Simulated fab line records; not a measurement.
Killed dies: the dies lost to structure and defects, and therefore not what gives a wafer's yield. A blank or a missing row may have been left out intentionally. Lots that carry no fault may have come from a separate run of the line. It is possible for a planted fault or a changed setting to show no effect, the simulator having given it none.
Split-lot study -- flow n5 finfet -- 7 lots, 21 wafers read, on a route of 1938 steps

## SPLIT DETAILS
At N5_BEOL_M13_ILD_DEP_00 (deposits SiOC from DEMS/O2, target thk 837.92 nm, time 166.4 s), the setting time s was moved away from the recipe's 166.4 s on 7 of the 21 wafers read, by -13.0% to +7.8%. The other wafers ran this setting at the recipe's value.

There is no step in the file separating the split from the reading.

## THE READING
M13_ILD_THK at N5_BEOL_M13_THK_MEAS_01, in nm. A value of 832 nm with a standard deviation of 13 nm is what fault-free wafers of this fab line usually give.

wafer,"tool, chamber at the split","time s as run, s",against the recipe,"M13_ILD_THK, nm",against lot-mates on the recipe
L080.1,"pecvd-04, 1",166.4,recipe,810,-
L080.2,"pecvd-04, 0",166.4,recipe,806,-
L080.3,"pecvd-04, 2",144.7,-13.0%,705,-103
L082.2,"pecvd-03, 1",166.4,recipe,843,-
L082.3,"pecvd-03, 0",166.4,recipe,845,-
L082.6,"pecvd-03, 0",166.4,recipe,841,-
L085.4,"pecvd-04, 2",179.4,+7.8%,895,+76
L085.5,"pecvd-04, 0",166.4,recipe,819,-
L085.6,"pecvd-04, 1",179.4,+7.8%,898,+79
L088.1,"pecvd-04, 2",166.4,recipe,815,-
L088.5,"pecvd-04, 1",166.4,recipe,833,-
L088.6,"pecvd-04, 2",166.4,recipe,821,-
L094.1,"pecvd-04, 1",160.1,-3.8%,797,-15
L094.2,"pecvd-04, 0",166.4,recipe,812,-
L094.5,"pecvd-04, 1",160.1,-3.8%,805,-7
L097.3,"pecvd-01, 0",166.4,recipe,834,-
L097.4,"pecvd-01, 2",166.4,recipe,850,-
L097.6,"pecvd-01, 1",166.4,recipe,865,-
L096.3,"pecvd-01, 2",150,-9.9%,747,-94
L096.4,"pecvd-01, 2",150,-9.9%,762,-79
L096.5,"pecvd-01, 0",166.4,recipe,841,-

THE FIT
A straight line over all 21 wafers: M13_ILD_THK changes by +8.56 nm for each +1% of time s; r = +0.94; the points scatter about the line by 15 nm.
The same after taking each lot's own level away (the mean of its wafers on the recipe; 21 wafers): +8.59 nm for each +1%; r = +0.98; scatter 9.8 nm.
According to that fit, moving time s by its largest amount changes the reading by 1.1e+02 nm.
The span of the lots' own levels, 808.0 to 849.7 nm, comes to 3.2 times the standard deviation stated above.
The two slopes agree, so the slope changes little with the lot-to-lot level.
Check: -112 nm against its lot-mates is what the line predicts for one of the wafers moved furthest among these (-13.0%) when that wafer is left out of the fit. It came out at -103 nm against them.

## THE OTHER SPLITS THESE WAFERS WENT THROUGH
Before the reading, these wafers also passed through other splits. Each is held against what the fit with the lots' levels taken away leaves over:
other split on the same wafers,wafers away from the commonest value,r with M13_ILD_THK (lot level and that fit taken away)
N5_BEOL_M10_DESCUM_16 time s,8,+0.02
N5_BEOL_M11_VIA_ETCH_34 time s,5,+0.01
N5_BEOL_M11_ETCH_41 time s,3,+0.24

## THE WHOLE CHAIN: every reading that the file lists as answering this split, in the file's order
step,what it does,reading,change (the file's fit),r (the file's)
N5_BEOL_M13_ILD_DEP_00,"deposits SiOC from DEMS/O2, target thk 837.92 nm, time 166.4 s","SiOC_of_BEOL_M13_ILD_DEP_00.thk nm (the simulator's own value, which no gauge read)",+8.27 nm for each +1% of the setting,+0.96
N5_BEOL_M13_THK_MEAS_01,,M13_ILD_THK,+8.29 for each +1% of the setting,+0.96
N5_BEOL_M13_VIA_ETCH_16,"etches SiOC in C4F8/O2/Ar, target depth 921.7 nm","etch.depth nm (the simulator's own value, which no gauge read)",+8.27 nm for each +1% of the setting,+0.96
N5_BEOL_M13_VIA_ETCH_16,"etches SiOC in C4F8/O2/Ar, target depth 921.7 nm","coat_of_BEOL_M13_COAT_04.thk nm (the simulator's own value, which no gauge read)",-2.21 nm for each +1% of the setting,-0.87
N5_BEOL_M13_STRIP_63,strips in N2/H2,strip time to endpoint s,withheld for each +1% of the setting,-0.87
N5_BEOL_M13_ETCH_38,"etches SiCN in CF4/N2, target depth 67.5 nm, time 71.9 s","SiOC_of_BEOL_M13_ILD_DEP_00.thk nm (the simulator's own value, which no gauge read)",+8.24 nm for each +1% of the setting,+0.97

## FILE'S OWN FIT
M13_ILD_THK changes by +8.29 nm for each +1% of time s, r = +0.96.
